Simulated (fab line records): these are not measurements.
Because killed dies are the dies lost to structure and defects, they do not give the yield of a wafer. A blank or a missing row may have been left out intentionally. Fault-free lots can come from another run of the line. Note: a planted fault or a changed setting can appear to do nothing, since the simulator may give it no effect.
Chamber matching / flow n5Finfet / 4 sister chambers for N5_BEOL_M0_SAQP_ETCH_107 on rieDiel-03
The step etches SiNx in CH3F/O2, target depth 30 nm. 8 wafers are shown with their chamber, then 8 later ones without.

== WAFERS WITH THEIR CHAMBER ==
wafer=L079.6; chamber=3; rfVppV (V)=278; showerheadPlenumPTorr (Torr)=2.05
wafer=L080.4; chamber=0; rfVppV (V)=302; showerheadPlenumPTorr (Torr)=2.01
wafer=L081.3; chamber=3; rfVppV (V)=277; showerheadPlenumPTorr (Torr)=2.05
wafer=L081.5; chamber=2; rfVppV (V)=306; showerheadPlenumPTorr (Torr)=1.96
wafer=L083.4; chamber=2; rfVppV (V)=304; showerheadPlenumPTorr (Torr)=1.96
wafer=L083.5; chamber=1; rfVppV (V)=306; showerheadPlenumPTorr (Torr)=1.96
wafer=L083.6; chamber=0; rfVppV (V)=303; showerheadPlenumPTorr (Torr)=2.00
wafer=L092.1; chamber=1; rfVppV (V)=306; showerheadPlenumPTorr (Torr)=1.95

== WAFERS WHOSE CHAMBER IS MISSING ==
wafer=L092.3; rfVppV (V)=278; showerheadPlenumPTorr (Torr)=2.05
wafer=L092.4; rfVppV (V)=305; showerheadPlenumPTorr (Torr)=1.95
wafer=L093.1; rfVppV (V)=305; showerheadPlenumPTorr (Torr)=1.95
wafer=L093.5; rfVppV (V)=307; showerheadPlenumPTorr (Torr)=1.95
wafer=L093.6; rfVppV (V)=303; showerheadPlenumPTorr (Torr)=2.00
wafer=L094.2; rfVppV (V)=304; showerheadPlenumPTorr (Torr)=2.00
wafer=L094.3; rfVppV (V)=305; showerheadPlenumPTorr (Torr)=1.95
wafer=L094.5; rfVppV (V)=307; showerheadPlenumPTorr (Torr)=1.95

== CHAMBER TAKEN BY EACH ==
wafer=L092.3; from the rows above=3; in truth=3
wafer=L092.4; from the rows above=can't be placed: 1 or 2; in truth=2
wafer=L093.1; from the rows above=can't be placed: 1 or 2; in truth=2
wafer=L093.5; from the rows above=can't be placed: 1 or 2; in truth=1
wafer=L093.6; from the rows above=0; in truth=0
wafer=L094.2; from the rows above=0; in truth=0
wafer=L094.3; from the rows above=can't be placed: 1 or 2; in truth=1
wafer=L094.5; from the rows above=can't be placed: 1 or 2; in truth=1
Correct placement for 3 of the 8. Cannot be placed on the basis of these rows: 5; the candidates contain the true chamber in 5. Placed wrongly: 0.
How it was worked out, from the rows above alone: a wafer's distance from a chamber is the root of the sum, over the readings, of the square of ((its reading less the chamber's mean) divided by the reading's scatter). If the next closest chamber is less than 2 further off than the closest, the wafer can't be placed; otherwise it belongs to the closest. A chamber's mean is the mean of its shown wafers. The scatter is the square root of a quotient: the sum, over the shown wafers, of each reading's squared deviation from its chamber's mean, divided by wafers minus chambers.
